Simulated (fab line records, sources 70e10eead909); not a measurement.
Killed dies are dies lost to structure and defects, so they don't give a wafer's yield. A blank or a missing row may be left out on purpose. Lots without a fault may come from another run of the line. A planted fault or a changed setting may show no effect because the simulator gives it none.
fab line records | flow nand_harc
record lots=14 wafers=42 last_day=24
route steps=1159 shown A_ONON_D1@440 THIN_TSV@1122 END@1159
lots that met no fault: from a run of the same line without faults
start_h: hours from the record's first day to the start of the lot's first wafer shown | wait_h: hours since the lot's step before | " the same as in the row above | L1.1+2: a row that stands for several wafers | - no value, or no start given | * or withheld: withheld | < > ~ a bound
route shown NAME@n: a module of which the file shows steps, and the number in the route of the first | usual: mean/standard deviation of fault-free wafers | same: alike in all rows | chamber/n: place in a boat | sites: the reading at each site | _std_site: their standard deviation | _edge_site: outer sites' mean less inner sites' | radius_mm: how far each site lies from the wafer's centre | mask NAME#n: copy n | behind: the tool/chamber that last shaped the wafer | hold: why the lot was held/for how many hours/how that ended | device: the transistor (n, p or np) that didn't switch | end of line: the same wafers' tests at the end of the route | a step without rows: its recipe alone | killed: dies lost to structure and defects at the first sort, not the wafer's yield | map: a wafer's dies, x killed, . not, _ none there
set.NAME: the setting as run; set.NAME@STEP: as run at that earlier step | model.NAME: the simulator's own value behind a step, which no gauge read
steps of the route over a sample of lots; a table a step, a row a wafer
services: from which hour (start_h, from the record's first day; less than 0 if before it) a tool's chamber was out of use, for how many hours, and why
## steps
# step NHARC_A_ONON_D1_DEP_22
# recipe target_thk_a=10000 n2_flow_sccm=2750 n2o_flow_sccm=2000 nh3_flow_sccm=500 sih4_flow_sccm=210 temp_c=400
# columns lot.wafer tool chamber start_h wait_h
L254.1+3+5 pecvd_onon-04 0 181.04 0.1
L253.1+2+4 pecvd_onon-03 0 181.14 0.1
L256.2+4+5 pecvd_onon-04 0 188.52 0.1
L257.3+5+6 pecvd_onon-02 0 188.59 0.2
L255.3+5+6 pecvd_onon-04 0 196.28 0.2
L258.1+3+5 pecvd_onon-02 0 204.07 0.1
L259.2+3+5 pecvd_onon-04 0 204.12 0.1
L261.2+4+6 pecvd_onon-04 0 218.87 0.1
L265.1+2+4 pecvd_onon-02 0 246.95 0.1
L267.1+4+5 pecvd_onon-02 0 262.75 0.1
L266.1+5+6 pecvd_onon-04 0 262.76 0.1
L270.3+4+5 pecvd_onon-04 0 278.26 0.2
L271.2+3+5 pecvd_onon-02 0 283.00 0.1
L272.1+4+6 pecvd_onon-03 0 288.43 0.1
# step NHARC_THIN_TSV_STRIP_45
# recipe power_w=1500 temp_c=250 chemistry=O2
# usual drypump_motor_current_A=5.6/0.44 heater_power_w=299/42 temp_c=250.01/0.16
# columns lot.wafer tool chamber start_h wait_h drypump_motor_current_A heater_power_w rf_hours_counter_h temp_c
L254.1 plasma_asher-02 1 433.11 0.1 5.8 290 19 249.91
L254.3 " 1 " " 5.8 298 - 250.02
L254.5 " 0 " " 5.2 281 - 250.05
L256.2 plasma_asher-01 0 433.77 0.1 5.1 253 50 250.01
L256.4 " 0 " " 5.1 251 - 250.06
L256.5 " 1 " " 6.2 365 - 250.17
L253.2 plasma_asher-01 0 436.11 0.1 5.1 245 51 250.18
L253.1 " 1 " " 6.1 364 51 249.91
L253.4 " 0 " " 5.1 254 - 249.89
L257.3 plasma_asher-01 1 449.64 0.2 6.1 370 - 250.16
L257.6 " 1 " " 6.1 381 - 250.04
L257.5 " 0 " " 5.1 256 - 250.08
L255.3 plasma_asher-01 0 450.94 0.2 5.1 240 - 249.84
L255.5 " 0 " " 5.1 255 - 249.99
L255.6 " 1 " " 6.1 363 - 249.94
L258.1 plasma_asher-01 1 464.02 0.1 6.2 356 1 249.91
L258.3 " 0 " " 5.1 259 - 250.18
L258.5 " 1 " " 6.1 360 - 250.01
L259.2 plasma_asher-02 0 475.27 0.1 5.3 282 37 249.97
L259.3 " 1 " " 5.8 286 - 249.77
L259.5 " 0 " " 5.3 288 - 249.94
L261.2 plasma_asher-02 0 478.75 0.1 5.2 284 38 249.83
L261.4 " 1 " " 5.8 294 - 249.85
L261.6 " 0 " " 5.3 285 - 250.39
L265.1 plasma_asher-01 0 494.76 0.1 5.1 257 11 249.92
L265.2 " 1 " " 6.2 358 11 250.26
L265.4 " 0 " " 5.1 252 - 249.97
L267.1 plasma_asher-01 1 503.22 0.1 6.1 360 13 250.09
L267.4 " 0 " " 5.1 258 - 249.99
L267.5 " 1 " " 6.1 352 - 250.01
L266.1 plasma_asher-01 1 504.82 0.3 6.2 357 14 250.06
L266.5 " 0 " " 5.1 255 - 250.37
L266.6 " 1 " " 6.2 363 - 250.01
L270.3 plasma_asher-01 1 524.50 0.2 6.1 359 - 250.06
L270.4 " 0 " " 5.1 252 - 250.28
L270.5 " 0 " " 5.1 255 - 250.22
L271.2 plasma_asher-01 0 542.46 0.1 5.1 251 25 249.98
L271.3 " 1 " " 6.1 346 - 249.69
L271.5 " 1 " " 6.1 356 - 249.89
L272.1 plasma_asher-01 1 543.68 0.1 6.1 351 26 249.82
L272.4 " 0 " " 5.1 254 - 249.89
L272.6 " 0 " " 5.1 258 - 249.84
# step NHARC_THIN_TSV_DEP_47
# recipe target_thk_a=2000 temp_c=withheld pressure_torr=6.5 rf_w=900 teos_flow_sccm=161.4 flow_sccm=2650 target_thk_nm=200 gas=O2 material=SiO2
# usual flow_sccm=2650/8.4 throttle_valve_pct=15.9/0.49
# columns lot.wafer tool chamber start_h wait_h flow_sccm throttle_valve_pct
L254.3 pecvd-03 0 433.86 - 2665 16.9
L254.1 " 1 " " 2643 15.9
L254.5 " 2 " " 2651 16.3
L256.2 pecvd-01 0 434.57 - 2649 15.2
L256.5 " 0 " " 2649 15.2
L256.4 " 1 " " 2658 15.9
L253.2 pecvd-01 1 436.97 - 2632 15.7
L253.1 " 2 " " 2639 16.1
L253.4 " 1 " " 2647 15.7
L257.3 pecvd-01 2 450.40 - 2659 16.1
L257.5 " 2 " " 2649 16.0
L257.6 " 0 " " 2655 15.3
L255.3 pecvd-03 2 451.65 - 2643 16.3
L255.5 " 2 " " 2644 16.7
L255.6 " 1 " " 2640 15.7
L258.3 pecvd-03 0 464.89 - 2641 17.2
L258.1 " 1 " " 2651 16.2
L258.5 " 0 " " 2643 17.0
L259.3 pecvd-01 1 476.07 - 2643 15.9
L259.2 " 2 " " 2665 16.2
L259.5 " 1 " " 2649 15.5
L261.2 pecvd-02 2 479.71 - 2647 16.0
L261.4 " 2 " " 2661 15.8
L261.6 " 0 " " 2646 15.3
L265.1 pecvd-02 2 495.56 - 2658 15.8
L265.2 " 0 " " 2647 15.4
L265.4 " 2 " " 2656 15.8
L267.1 pecvd-03 0 503.97 - 2656 16.3
L267.5 " 0 " " 2657 16.2
L267.4 " 1 " " 2658 15.6
L266.1 pecvd-02 1 505.67 - 2642 15.8
L266.6 " 2 " " 2650 16.1
L266.5 " 0 " " 2658 15.4
L270.3 pecvd-01 1 525.26 - 2646 15.8
L270.5 " 0 " " 2641 15.5
L270.4 " 1 " " 2662 16.1
L271.2 pecvd-01 2 543.25 - 2648 16.3
L271.3 " 0 " " 2655 15.3
L271.5 " 0 " " 2652 15.3
L272.1 pecvd-01 1 544.54 - 2648 15.7
L272.4 " 1 " " 2634 15.7
L272.6 " 2 " " 2639 16.3
# step NHARC_THIN_TSV_DEGAS_53
# recipe temp_c=300 time_s=60
# usual heater_power_w=458/55
# same time_s=60
# columns lot.wafer tool chamber start_h wait_h heater_power_w
L254.3 pvd_sputter-03 - 436.79 0.1 387
L254.1 " - " " 514
L254.5 " - " " 373
L256.4 pvd_sputter-01 - 437.48 0.1 524
L256.2 " - " " 447
L256.5 " - " " 469
L253.2 pvd_sputter-02 - 439.90 0.1 476
L253.4 " - " " 350
L253.1 " - " " 456
L257.3 pvd_sputter-02 - 453.72 0.1 461
L257.5 " - " " 490
L257.6 " - " " 469
L255.3 pvd_sputter-01 - 455.58 0.1 451
L255.6 " - " " 401
L255.5 " - " " 498
L258.3 pvd_sputter-02 - 467.98 0.1 465
L258.1 " - " " 495
L258.5 " - " " 450
L259.2 pvd_sputter-02 - 478.98 0.1 470
L259.3 " - " " 351
L259.5 " - " " 505
L261.2 pvd_sputter-02 - 482.64 0.1 458
L261.4 " - " " 496
L261.6 " - " " 334
L265.4 pvd_sputter-02 - 498.47 0.1 339
L265.1 " - " " 453
L265.2 " - " " 480
L267.4 pvd_sputter-01 - 507.48 0.1 446
L267.1 " - " " 393
L267.5 " - " " 456
L266.1 pvd_sputter-01 - 508.51 0.1 399
L266.5 " - " " 389
L266.6 " - " " 521
L270.4 pvd_sputter-02 - 528.13 0.1 345
L270.3 " - " " 456
L270.5 " - " " 340
L271.2 pvd_sputter-03 - 546.20 0.1 512
L271.3 " - " " 509
L271.5 " - " " 406
L272.4 pvd_sputter-02 - 547.87 0.1 357
L272.1 " - " " 492
L272.6 " - " " 462
# step NHARC_END_SORT_01
# recipe temp_c=25
# usual killed_at_array=29/11 killed_at_other=0.7/1.1 killed_at_periphery=2.9/2.2 killed_dies=33/11 killed_open=3.1/1.8 killed_short=1.9/1.4
# same gross_dies=677
# columns lot.wafer tool chamber start_h wait_h killed_at_array killed_at_other killed_at_periphery killed_dies killed_open killed_short
L256.2 prober-01 0 457.09 2.8 8 2 0 10 2 2
L256.4 prober-01 0 458.69 3.4 10 0 2 12 2 3
L256.5 prober-01 0 459.48 3.7 8 1 2 11 3 1
L257.3 prober-01 0 465.62 3.1 35 0 2 37 4 0
L257.5 prober-01 0 467.21 3.7 36 1 4 41 4 2
L257.6 prober-01 0 468.01 4.0 43 0 4 47 5 2
L255.3 prober-02 0 470.70 3.1 25 0 4 29 5 3
L255.5 prober-02 0 472.30 3.7 20 0 3 23 5 1
L255.6 prober-02 0 473.10 4.0 29 0 3 32 5 3
L258.1 prober-01 0 479.09 2.5 35 1 2 38 4 3
L258.3 prober-01 0 480.71 3.1 30 0 2 32 1 0
L258.5 prober-01 0 482.34 3.7 33 0 4 37 4 2
L259.2 prober-02 0 489.96 2.8 15 0 3 18 2 0
L259.3 prober-02 0 490.75 3.1 17 0 9 26 3 2
L259.5 prober-02 0 492.34 3.7 14 0 7 21 3 1
L261.2 prober-02 0 497.73 2.8 25 1 0 26 2 3
L261.6 prober-02 0 500.90 4.0 29 0 4 33 3 1
L266.1 prober-02 0 517.37 2.5 101 0 0 101 1 0
L266.5 prober-02 0 520.50 3.6 102 4 3 109 3 1
L266.6 prober-02 0 521.28 3.9 99 0 2 101 1 0
L267.1 prober-01 0 521.42 2.5 44 1 4 49 5 1
L267.4 prober-01 0 523.80 3.4 49 3 0 52 2 2
L267.5 prober-01 0 524.59 3.7 33 7 3 43 3 1
L270.3 prober-01 0 543.48 3.1 124 0 5 129 1 2
L270.4 prober-01 0 544.28 3.4 117 1 2 120 3 1
L270.5 prober-01 0 545.08 3.7 115 1 3 119 3 3
L271.2 prober-01 0 556.04 2.8 47 0 0 47 4 1
L271.3 prober-01 0 556.84 3.1 48 0 3 51 3 5
L271.5 prober-01 0 558.44 3.7 47 1 0 48 1 5
L272.1 prober-01 0 563.01 2.5 40 1 6 47 5 3
L272.4 prober-01 0 565.40 3.4 51 0 3 54 5 4
L272.6 prober-01 0 566.99 4.0 47 0 3 50 2 3
# killed by level:class
L256.2 A_CHANNEL_HOLE_D1:chamber_film_flake=3 A_CONTACT:geometric_particle:open=2 THIN_TSV:chamber_film_flake=2 A_WL_FILL:geometric_particle:short=1 A_BLC:geometric_particle:short=1 A_STAIRCASE:chamber_film_flake=1
L256.4 A_CONTACT:geometric_particle:open=2 A_CHANNEL_HOLE_D1:chamber_film_flake=2 A_STAIRCASE:chamber_film_flake=2 P_M1:geometric_particle:short=1 P_BONDPAD:geometric_particle:short=1 A_SGD_CUT:geometric_particle:short=1 A_ZERO_WELL:chamber_film_flake=1 A_CHANNEL_FILL_D1:chamber_film_flake=1
L256.5 A_CONTACT:geometric_particle:open=2 A_CHANNEL_HOLE_D1:chamber_film_flake=2 A_SLIT:chamber_film_flake=2 A_CHANNEL_FILL_D1:geometric_particle:open=1 A_CONTACT:geometric_particle:short=1 P_STI:chamber_film_flake=1 P_GATE:chamber_film_flake=1 THIN_TSV:chamber_film_flake=1
L257.3 A_CHANNEL_HOLE_D1:chamber_film_flake=12 A_SLIT:chamber_film_flake=7 A_CONTACT:chamber_film_flake=7 A_SGD_CUT:chamber_film_flake=4 A_CHANNEL_FILL_D1:geometric_particle:open=2 A_WL_FILL:geometric_particle:open=1 A_CONTACT:geometric_particle:open=1 P_ZERO_WELL:chamber_film_flake=1
L257.5 A_CHANNEL_HOLE_D1:chamber_film_flake=13 A_SLIT:chamber_film_flake=8 A_SGD_CUT:chamber_film_flake=6 A_CONTACT:chamber_film_flake=5 P_CONTACT:geometric_particle:open=1 P_M0:geometric_particle:short=1 P_M1:geometric_particle:open=1 A_SOURCE_PLATE:geometric_particle:short=1
L257.6 A_SLIT:chamber_film_flake=12 A_CHANNEL_HOLE_D1:chamber_film_flake=7 A_SGD_CUT:chamber_film_flake=5 A_STAIRCASE:chamber_film_flake=4 A_CONTACT:chamber_film_flake=4 A_M0:chamber_film_flake=4 A_WL_FILL:geometric_particle:open=2 A_WL_FILL:geometric_particle:short=2
L255.3 A_CHANNEL_HOLE_D1:chamber_film_flake=15 A_CONTACT:geometric_particle:open=3 P_CONTACT:chamber_film_flake=2 A_CONTACT:chamber_film_flake=2 P_M0:geometric_particle:open=1 P_BONDPAD:geometric_particle:open=1 A_STAIRCASE:geometric_particle:short=1 A_CONTACT:geometric_particle:short=1
L255.5 A_CHANNEL_HOLE_D1:chamber_film_flake=12 A_CONTACT:chamber_film_flake=3 A_CONTACT:geometric_particle:open=2 P_M0:geometric_particle:open=1 P_M1:geometric_particle:open=1 A_ONON_D1:geometric_particle:open=1 A_M0:geometric_particle:short=1 P_GATE:chamber_film_flake=1
L255.6 A_CHANNEL_HOLE_D1:chamber_film_flake=16 A_CONTACT:chamber_film_flake=5 A_M0:geometric_particle:open=2 P_STI:geometric_particle:short=1 P_M0:geometric_particle:open=1 A_ONON_D1:geometric_particle:short=1 A_ONON_D1:geometric_particle:open=1 A_CHANNEL_FILL_D1:geometric_particle:short=1
L258.1 A_CHANNEL_HOLE_D1:chamber_film_flake=13 A_SLIT:chamber_film_flake=10 A_CONTACT:chamber_film_flake=5 P_M2:geometric_particle:open=1 A_CHANNEL_FILL_D1:geometric_particle:short=1 A_WL_FILL:geometric_particle:open=1 A_WL_FILL:geometric_particle:short=1 A_CONTACT:geometric_particle:open=1
L258.3 A_CHANNEL_HOLE_D1:chamber_film_flake=11 A_SLIT:chamber_film_flake=10 A_CONTACT:chamber_film_flake=6 P_ZERO_WELL:chamber_film_flake=2 A_ZERO_WELL:chamber_film_flake=2 A_CONTACT:geometric_particle:open=1
L258.5 A_CHANNEL_HOLE_D1:chamber_film_flake=14 A_SLIT:chamber_film_flake=10 P_ZERO_WELL:chamber_film_flake=3 A_CONTACT:geometric_particle:open=2 A_WL_FILL:chamber_film_flake=2 P_M0:geometric_particle:open=1 A_ONON_D1:geometric_particle:open=1 A_ONON_D1:geometric_particle:short=1
L259.2 A_ZERO_WELL:chamber_film_flake=4 A_CONTACT:chamber_film_flake=4 A_CHANNEL_FILL_D1:geometric_particle:open=2 P_GATE:chamber_film_flake=2 A_CHANNEL_HOLE_D1:chamber_film_flake=2 P_ZERO_WELL:chamber_film_flake=1 A_STAIRCASE:chamber_film_flake=1 A_SLIT:chamber_film_flake=1
L259.3 P_GATE:chamber_film_flake=4 A_CHANNEL_HOLE_D1:chamber_film_flake=4 A_CONTACT:geometric_particle:open=2 A_ZERO_WELL:chamber_film_flake=2 A_STAIRCASE:chamber_film_flake=2 A_SLIT:chamber_film_flake=2 A_CONTACT:chamber_film_flake=2 P_M0:geometric_particle:open=1
L259.5 A_CONTACT:chamber_film_flake=8 P_ZERO_WELL:chamber_film_flake=2 P_M1:chamber_film_flake=2 P_M0:geometric_particle:open=1 A_CHANNEL_HOLE_D1:geometric_particle:open=1 A_CONTACT:geometric_particle:short=1 A_CONTACT:geometric_particle:open=1 P_STI:chamber_film_flake=1
L261.2 A_CHANNEL_HOLE_D1:chamber_film_flake=16 A_STAIRCASE:chamber_film_flake=3 A_CONTACT:geometric_particle:open=2 A_CONTACT:chamber_film_flake=2 A_WL_FILL:geometric_particle:short=1 A_CONTACT:geometric_particle:short=1 STARTING-WAFER:geometric_particle:short=1
L261.6 A_CHANNEL_HOLE_D1:chamber_film_flake=18 A_CONTACT:chamber_film_flake=7 A_STAIRCASE:chamber_film_flake=2 P_CONTACT:geometric_particle:open=1 P_M0:geometric_particle:open=1 P_M1:geometric_particle:short=1 A_CHANNEL_FILL_D1:geometric_particle:open=1 P_GATE:chamber_film_flake=1
L266.1 A_ONON_D1:unspecified=86 A_STAIRCASE:chamber_film_flake=6 A_CHANNEL_HOLE_D1:chamber_film_flake=3 A_CHANNEL_FILL_D1:chamber_film_flake=3 A_ONON_D1:geometric_particle:open=1 A_WL_FILL:chamber_film_flake=1 A_CONTACT:chamber_film_flake=1
L266.5 A_ONON_D1:unspecified=90 A_CHANNEL_HOLE_D1:chamber_film_flake=7 A_STAIRCASE:chamber_film_flake=3 THIN_TSV:chamber_film_flake=2 P_CONTACT:geometric_particle:open=1 P_M0:geometric_particle:open=1 A_ONON_D1:geometric_particle:open=1 STARTING-WAFER:geometric_particle:short=1
L266.6 A_ONON_D1:unspecified=84 A_STAIRCASE:chamber_film_flake=9 A_CHANNEL_HOLE_D1:chamber_film_flake=3 A_CONTACT:geometric_particle:open=1 P_ZERO_WELL:chamber_film_flake=1 P_STI:chamber_film_flake=1 A_CHANNEL_FILL_D1:chamber_film_flake=1 A_SLIT:chamber_film_flake=1
L267.1 A_SLIT:chamber_film_flake=18 A_CHANNEL_HOLE_D1:chamber_film_flake=17 A_STAIRCASE:chamber_film_flake=3 A_CONTACT:chamber_film_flake=3 P_STI:geometric_particle:open=1 P_CONTACT:geometric_particle:open=1 P_M1:geometric_particle:open=1 A_SOURCE_PLATE:geometric_particle:short=1
L267.4 A_SLIT:chamber_film_flake=21 A_CHANNEL_HOLE_D1:chamber_film_flake=18 A_STAIRCASE:chamber_film_flake=3 THIN_TSV:chamber_film_flake=3 A_CONTACT:chamber_film_flake=2 A_SOURCE_PLATE:geometric_particle:open=1 A_CHANNEL_FILL_D1:geometric_particle:short=1 A_WL_FILL:geometric_particle:short=1
L267.5 A_CHANNEL_HOLE_D1:chamber_film_flake=17 A_SLIT:chamber_film_flake=8 A_STAIRCASE:chamber_film_flake=6 THIN_TSV:chamber_film_flake=6 P_GATE:geometric_particle:open=1 P_M1:geometric_particle:open=1 A_CONTACT:geometric_particle:short=1 A_BLC:geometric_particle:open=1
L270.3 A_ONON_D1:unspecified=84 A_SLIT:chamber_film_flake=20 A_CONTACT:chamber_film_flake=6 A_CHANNEL_HOLE_D1:chamber_film_flake=5 A_STAIRCASE:chamber_film_flake=3 P_STI:chamber_film_flake=2 P_GATE:chamber_film_flake=2 A_CHANNEL_FILL_D1:chamber_film_flake=2
L270.4 A_ONON_D1:unspecified=83 A_SLIT:chamber_film_flake=18 A_CHANNEL_HOLE_D1:chamber_film_flake=5 A_CONTACT:chamber_film_flake=4 A_ZERO_WELL:chamber_film_flake=3 A_CONTACT:geometric_particle:open=2 P_GATE:chamber_film_flake=2 A_WL_FILL:geometric_particle:open=1
L270.5 A_ONON_D1:unspecified=83 A_SLIT:chamber_film_flake=13 A_CHANNEL_HOLE_D1:chamber_film_flake=5 A_CONTACT:chamber_film_flake=5 A_STAIRCASE:chamber_film_flake=4 A_M0:geometric_particle:open=2 P_STI:chamber_film_flake=2 A_CHANNEL_FILL_D1:geometric_particle:short=1
L271.2 A_CHANNEL_HOLE_D1:chamber_film_flake=18 A_SLIT:chamber_film_flake=17 A_CONTACT:chamber_film_flake=4 A_CHANNEL_FILL_D1:chamber_film_flake=2 A_SOURCE_PLATE:geometric_particle:open=1 A_ONON_D1:geometric_particle:open=1 A_CHANNEL_FILL_D1:geometric_particle:open=1 A_WL_FILL:geometric_particle:short=1
L271.3 A_CHANNEL_HOLE_D1:chamber_film_flake=18 A_SLIT:chamber_film_flake=17 A_CHANNEL_FILL_D1:geometric_particle:short=2 A_M0:geometric_particle:short=2 A_STAIRCASE:chamber_film_flake=2 A_CONTACT:chamber_film_flake=2 P_GATE:geometric_particle:short=1 P_M1:geometric_particle:open=1
L271.5 A_SLIT:chamber_film_flake=17 A_CHANNEL_HOLE_D1:chamber_film_flake=16 A_CONTACT:chamber_film_flake=4 A_CHANNEL_FILL_D1:geometric_particle:short=2 A_CHANNEL_FILL_D1:chamber_film_flake=2 A_STAIRCASE:chamber_film_flake=2 A_CHANNEL_HOLE_D1:geometric_particle:short=1 A_STAIRCASE:geometric_particle:open=1
L272.1 A_CHANNEL_HOLE_D1:chamber_film_flake=18 A_SLIT:chamber_film_flake=12 A_STAIRCASE:chamber_film_flake=3 A_CONTACT:geometric_particle:open=2 P_M0:chamber_film_flake=2 A_CONTACT:chamber_film_flake=2 P_STI:geometric_particle:open=1 P_CONTACT:geometric_particle:open=1
L272.4 A_CHANNEL_HOLE_D1:chamber_film_flake=20 A_SLIT:chamber_film_flake=15 A_STAIRCASE:chamber_film_flake=5 A_WL_FILL:geometric_particle:short=4 A_CONTACT:chamber_film_flake=3 A_WL_FILL:geometric_particle:open=2 P_CONTACT:geometric_particle:open=1 A_CONTACT:geometric_particle:open=1
L272.6 A_CHANNEL_HOLE_D1:chamber_film_flake=22 A_SLIT:chamber_film_flake=13 A_CONTACT:chamber_film_flake=4 P_M0:chamber_film_flake=2 A_STAIRCASE:chamber_film_flake=2 A_ONON_D1:geometric_particle:open=1 A_ONON_D1:geometric_particle:short=1 A_CHANNEL_HOLE_D1:geometric_particle:short=1
## services
# columns tool chamber start_h hours kind
pvd_sputter-01 - 158.01 10.0 pm
pvd_sputter-01 - 169.99 10.7 repair
pvd_sputter-02 - 174.14 7.8 repair
pvd_sputter-01 - 184.48 9.0 repair
pvd_sputter-02 - 214.01 10.0 pm
pecvd-01 - 237.00 13.0 pm
pecvd_onon-04 - 237.02 13.0 pm
pecvd-03 2 269.38 10.5 repair
plasma_asher-01 - 276.00 9.0 pm
pecvd-01 - 283.34 0.5 repair
pecvd_onon-02 - 292.00 13.0 pm
pecvd-03 - 292.29 13.0 pm
pecvd-01 0 357.14 4.0 repair
pvd_sputter-02 - 358.07 6.9 repair
plasma_asher-01 - 391.48 4.0 repair
pvd_sputter-02 - 392.01 10.0 pm
pvd_sputter-02 - 411.04 2.2 repair
plasma_asher-01 - 411.99 0.4 repair
pecvd-01 - 418.00 13.0 pm
pecvd_onon-04 - 418.02 13.0 pm
pecvd_onon-02 - 428.25 0.8 repair
plasma_asher-01 - 453.00 9.0 pm
pecvd_onon-02 - 473.00 13.0 pm
pecvd-01 0 512.35 2.2 repair
## key
first_sign step=NHARC_END_SORT_01 reading=killed_dies direction=up sigmas=7.3 usual=33 struck=113
effect step=NHARC_END_SORT_01 reading=killed_at_array direction=up sigmas=7.2 usual=29 struck=110
more_kills_born_at NHARC_A_ONON_D1_DEP_22@pecvd_onon-04=510
met_at NHARC_A_ONON_D1_DEP_22
struck_lots L266,L270
tester_left_out L266,L270
not_acting_at NHARC_THIN_TSV_STRIP_45,NHARC_THIN_TSV_DEP_47,NHARC_THIN_TSV_DEGAS_53
onset_between 218.87 262.76
fault kind=chamber_particle_source tool=pecvd_onon-04 chamber=- onset_h=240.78 steps=NHARC_A_ONON_D1_DEP_22 rate_per_visit_cm2=0.91916 end_h=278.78
# tester_left_out: of these lots the tester's yield and bins aren't shown, on N5 and GAA mostly nor the transistor test; their killed dies are dies lost to structure and defects alone, not to doping, threshold or leakage, so they don't give the yield
